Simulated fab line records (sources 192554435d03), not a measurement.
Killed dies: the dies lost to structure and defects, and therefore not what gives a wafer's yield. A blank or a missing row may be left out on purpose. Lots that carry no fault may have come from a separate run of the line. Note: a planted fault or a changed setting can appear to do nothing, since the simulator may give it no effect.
Chamber matching :: flow n5 finfet :: 4 sister chambers for N5_GATE_CUT_STRIP_59 on rie diel-01
The step strips in N2/H2, time 20 s. 20 wafers are shown with their chamber, then 10 later ones without.

EACH WAFER AND ITS CHAMBER
wafer: L081.2
chamber: 0
showerhead plenum p Torr (Torr): 3.38
drypump motor current A (A): 5.7
throttle valve pct (%): 12.44

wafer: L081.3
chamber: 1
showerhead plenum p Torr (Torr): 3.37
drypump motor current A (A): 6.1
throttle valve pct (%): 12.55

wafer: L081.5
chamber: 0
showerhead plenum p Torr (Torr): 3.38
drypump motor current A (A): 5.7
throttle valve pct (%): 12.45

wafer: L082.4
chamber: 3
showerhead plenum p Torr (Torr): 3.24
drypump motor current A (A): 6.4
throttle valve pct (%): 12.37

wafer: L082.5
chamber: 0
showerhead plenum p Torr (Torr): 3.38
drypump motor current A (A): 5.8
throttle valve pct (%): 12.46

wafer: L082.6
chamber: 2
showerhead plenum p Torr (Torr): 3.52
drypump motor current A (A): 5.5
throttle valve pct (%): 12.54

wafer: L083.2
chamber: 1
showerhead plenum p Torr (Torr): 3.37
drypump motor current A (A): 6.1
throttle valve pct (%): 12.54

wafer: L083.3
chamber: 3
showerhead plenum p Torr (Torr): 3.24
drypump motor current A (A): 6.5
throttle valve pct (%): 12.38

wafer: L083.5
chamber: 1
showerhead plenum p Torr (Torr): 3.37
drypump motor current A (A): 6.1
throttle valve pct (%): 12.56

wafer: L084.1
chamber: 3
showerhead plenum p Torr (Torr): 3.24
drypump motor current A (A): 6.5
throttle valve pct (%): 12.39

wafer: L084.4
chamber: 0
showerhead plenum p Torr (Torr): 3.38
drypump motor current A (A): 5.7
throttle valve pct (%): 12.47

wafer: L084.6
chamber: 3
showerhead plenum p Torr (Torr): 3.24
drypump motor current A (A): 6.4
throttle valve pct (%): 12.38

wafer: L085.2
chamber: 1
showerhead plenum p Torr (Torr): 3.37
drypump motor current A (A): 6.1
throttle valve pct (%): 12.56

wafer: L085.3
chamber: 3
showerhead plenum p Torr (Torr): 3.24
drypump motor current A (A): 6.4
throttle valve pct (%): 12.38

wafer: L085.6
chamber: 0
showerhead plenum p Torr (Torr): 3.38
drypump motor current A (A): 5.7
throttle valve pct (%): 12.50

wafer: L088.2
chamber: 2
showerhead plenum p Torr (Torr): 3.51
drypump motor current A (A): 5.5
throttle valve pct (%): 12.56

wafer: L088.5
chamber: 0
showerhead plenum p Torr (Torr): 3.38
drypump motor current A (A): 5.8
throttle valve pct (%): 12.52

wafer: L088.6
chamber: 3
showerhead plenum p Torr (Torr): 3.24
drypump motor current A (A): 6.5
throttle valve pct (%): 12.40

wafer: L090.2
chamber: 2
showerhead plenum p Torr (Torr): 3.51
drypump motor current A (A): 5.5
throttle valve pct (%): 12.56

wafer: L090.3
chamber: 0
showerhead plenum p Torr (Torr): 3.37
drypump motor current A (A): 5.7
throttle valve pct (%): 12.51

SIGNATURES (means of the wafers above)
reading: showerhead plenum p Torr
chamber 0: 3.3786
chamber 1: 3.3700
chamber 2: 3.5133
chamber 3: 3.2400
scatter within a chamber: 0.00309

reading: drypump motor current A
chamber 0: 5.729
chamber 1: 6.100
chamber 2: 5.500
chamber 3: 6.450
scatter within a chamber: 0.0428

reading: throttle valve pct
chamber 0: 12.4786
chamber 1: 12.5525
chamber 2: 12.5533
chamber 3: 12.3833
scatter within a chamber: 0.0209
Rule: for each reading, subtract the chamber's mean from the wafer's reading, divide by that reading's scatter and square the result; add these up over the readings and take the root, which gives the wafer's distance from the chamber. If the next closest chamber is less than 2 further off than the closest, the wafer can't be placed; otherwise it belongs to the closest. The scatter is the square root of a quotient: the sum, over the shown wafers, of each reading's squared deviation from its chamber's mean, divided by wafers minus chambers.

WAFERS WHOSE CHAMBER IS MISSING
wafer: L090.4
showerhead plenum p Torr (Torr): 3.24
drypump motor current A (A): 6.4
throttle valve pct (%): 12.41

wafer: L093.1
showerhead plenum p Torr (Torr): 3.23
drypump motor current A (A): 6.5
throttle valve pct (%): 12.42

wafer: L093.2
showerhead plenum p Torr (Torr): 3.37
drypump motor current A (A): 5.8
throttle valve pct (%): 12.50

wafer: L093.4
showerhead plenum p Torr (Torr): 3.51
drypump motor current A (A): 5.5
throttle valve pct (%): 12.57

wafer: L094.1
showerhead plenum p Torr (Torr): 3.37
drypump motor current A (A): 5.8
throttle valve pct (%): 12.51

wafer: L094.2
showerhead plenum p Torr (Torr): 3.51
drypump motor current A (A): 5.5
throttle valve pct (%): 12.60

wafer: L094.3
showerhead plenum p Torr (Torr): 3.23
drypump motor current A (A): 6.5
throttle valve pct (%): 12.43

wafer: L097.1
showerhead plenum p Torr (Torr): 3.23
drypump motor current A (A): 6.4
throttle valve pct (%): 12.44

wafer: L097.5
showerhead plenum p Torr (Torr): 3.50
drypump motor current A (A): 5.5
throttle valve pct (%): 12.59

wafer: L097.6
showerhead plenum p Torr (Torr): 3.36
drypump motor current A (A): 6.0
throttle valve pct (%): 12.62

WHICH CHAMBER EACH WENT THROUGH
wafer: L090.4
from the rows above: 3
in truth: 3

wafer: L093.1
from the rows above: 3
in truth: 3

wafer: L093.2
from the rows above: 0
in truth: 0

wafer: L093.4
from the rows above: 2
in truth: 2

wafer: L094.1
from the rows above: 0
in truth: 0

wafer: L094.2
from the rows above: 2
in truth: 2

wafer: L094.3
from the rows above: 3
in truth: 3

wafer: L097.1
from the rows above: 3
in truth: 3

wafer: L097.5
from the rows above: 2
in truth: 2

wafer: L097.6
from the rows above: 1
in truth: 1
Correctly placed: 10 of 10. Left unplaced by these rows: 0. Number placed wrongly: 0.
